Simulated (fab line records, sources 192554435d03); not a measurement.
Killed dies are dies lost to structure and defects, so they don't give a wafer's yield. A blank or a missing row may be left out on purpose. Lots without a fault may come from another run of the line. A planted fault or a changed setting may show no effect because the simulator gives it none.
A struck lot beside a sound one | flow n5_finfet | 16 steps out of a route of 1938
Sound: wafers L911.1, L911.2, L911.3. Struck: wafers L909.1, L909.3, L909.4. The cause comes at the end.
At each step with rows: each side's tool, then ch and its chambers, then its first start. Under that, the readings that differ: sound wafers | struck wafers | difference of the means | sigmas: that difference in standard deviations of wafers without a fault.
alike: readings whose means differ by less than 2 such deviations, and words and numbers that are the same on both sides. not compared: withheld readings, readings that some wafer has no value for, bounds like >300 that may hide the same value, and numbers for which the record gives no deviation and whose values overlap.
The two part at a step that has a row with sigmas, a row that says differs or no value, or rows on one side only. Numbers that don't overlap but have no deviation are shown without sigmas and don't part them. A reading that every wafer of one side lacks parts them only if that side has two wafers or more.

first, 6 steps without rows for these wafers: N5_BEOL_M0_SAQP_COAT_34 (resist thk 30 nm); N5_BEOL_M0_SAQP_EBR_36; N5_BEOL_M0_SAQP_SOFTBAKE_35 (time 60 s); N5_BEOL_M0_SAQP_EXPOSE_37 (exposes mask M0 CUT1, target cd 30 nm); N5_BEOL_M0_SAQP_PEB_38 (peb time 60 s); N5_BEOL_M0_SAQP_DEVELOP_39 (develop time 30 s).
N5_BEOL_M0_SAQP_CD_MEAS_40: target cd 30 nm.
  sound on cd_sem-01 ch 0, day 8 22:55; struck on cd_sem-02 ch 0, day 8 08:03
  alike: cd_nm
N5_BEOL_M0_SAQP_OVL_MEAS_41:
  sound on overlay-02 ch 0, day 8 22:56; struck on overlay-01 ch 0, day 8 08:05
  alike: M0_CUT1_OVL
N5_BEOL_M0_SAQP_INSPECT_42: inspects for defects (brightfield).
  sound on defect_inspect-01, day 8 23:00; struck on defect_inspect-01, day 8 08:08
  alike: raw_defect_count
N5_BEOL_M0_SAQP_DESCUM_45: chemistry O2, time 7 s.
  sound on rie_diel-02 ch 0,2,3, day 8 23:02; struck on rie_diel-06 ch 0,2,3, day 8 08:11
  reading                | sound       | struck   | difference | sigmas
  rf_hours_counter_h (h) | 178 235 194 | 20 3 170 | -138       |
  alike: drypump_motor_current_A, oes_product_au, rf_vpp_V, showerhead_plenum_p_Torr, throttle_valve_pct
N5_BEOL_M0_SAQP_ETCH_88: etches underlayer in N2/H2, target depth 6.5 nm, time 5.2 s.
  sound on rie_diel-02 ch 0,2,3, day 8 23:04; struck on rie_diel-06 ch 0,2,3, day 8 08:13
  reading                | sound       | struck   | difference | sigmas
  rf_hours_counter_h (h) | 178 235 194 | 20 3 170 | -138       |
  alike: bias_w, chamber_pressure_mTorr, drypump_motor_current_A, etch_rf_on_time_s, oes_product_au, rf_vpp_V, showerhead_plenum_p_Torr, throttle_valve_pct
N5_BEOL_M0_SAQP_ETCH_73: etches SiARC in CF4, target depth 19.5 nm, time 32.5 s.
  sound on rie_diel-02 ch 0,2,3, day 8 23:05; struck on rie_diel-06 ch 0,2,3, day 8 08:14
  reading                | sound       | struck   | difference | sigmas
  rf_hours_counter_h (h) | 178 235 194 | 20 3 170 | -138       |
  alike: bias_w, cf4_flow_sccm, drypump_motor_current_A, etch_rf_on_time_s, oes_product_au, rf_vpp_V, showerhead_plenum_p_Torr, throttle_valve_pct
N5_BEOL_M0_SAQP_CUT_ETCH_46: etches SOC in N2/H2, target depth 135 nm, overetch 27 nm, time 202.5 s.
  sound on rie_diel-02 ch 0,2,3, day 8 23:07; struck on rie_diel-06 ch 0,2,3, day 8 08:16
  no value came back on the struck wafers for any of 7 readings (bias_w (W), chamber_pressure_mTorr (mTorr) and others); on the sound wafers bias_w (W) reads 150.3 150.3 150.5
  reading                                              | sound     | struck   | difference | sigmas
  model.SiARC_of_BEOL_M0_SAQP_COAT_72.thk_nm (nm)      | 5 4.2 5.2 | 15 15 15 | +10        |
  model.underlayer_of_BEOL_M0_SAQP_COAT_87.thk_nm (nm) | 0 0 0     | 5 5 5    | +5         |
then, 1 step without rows for these wafers: N5_BEOL_M0_SAQP_STRIP_74 (strips in N2/H2).
N5_BEOL_M4_RC_MEAS_101:
  the record has rows for the sound wafers here (prober-01 ch 0, day 11 06:53) and none for the struck ones
-- the record jumps here: 8 days lie between the struck wafers' starts before and after (it left off in module BEOL_M4 and takes up again in module PASSIVATION, whose first step shown is number 1936 of the route) --
N5_PASSIVATION_PROBE_49:
  sound on prober-01, day 16 17:29; struck on prober-02, day 16 16:46
  reading                  | sound          | struck         | difference | sigmas
  defect_limited_yield (%) | 91.4 90.9 88.8 | 0 0 0          | -90        | -65
  killed_at_M0_to_M3       | 37 36 28       | 1110 1130 1125 | +1088      | +99 or more
  killed_dies              | 102 107 132    | 1180 1180 1180 | +1066      | +67
  killed_on_rim            | 14 16 23       | 152 152 152    | +134       | +33
  sort_bin_5_function (%)  | 5.0 5.3 7.3    | 96.4 97.7 96.6 | +91.0      | +99 or more
  sort_n_pass              | 1078 1073 1048 | 0 0 0          | -1066      | -63
  sort_yield_pct (%)       | 91.4 90.9 88.8 | 0 0 0          | -90        | -60
  alike: killed_at_M4_up, killed_at_contacts, killed_at_front_end, killed_at_other, killed_open, killed_short, sort_bin_6_memory

WHERE THEY PART
First at N5_BEOL_M0_SAQP_CUT_ETCH_46; last, within this record, at N5_PASSIVATION_PROBE_49.

WHY: what the simulator had put in
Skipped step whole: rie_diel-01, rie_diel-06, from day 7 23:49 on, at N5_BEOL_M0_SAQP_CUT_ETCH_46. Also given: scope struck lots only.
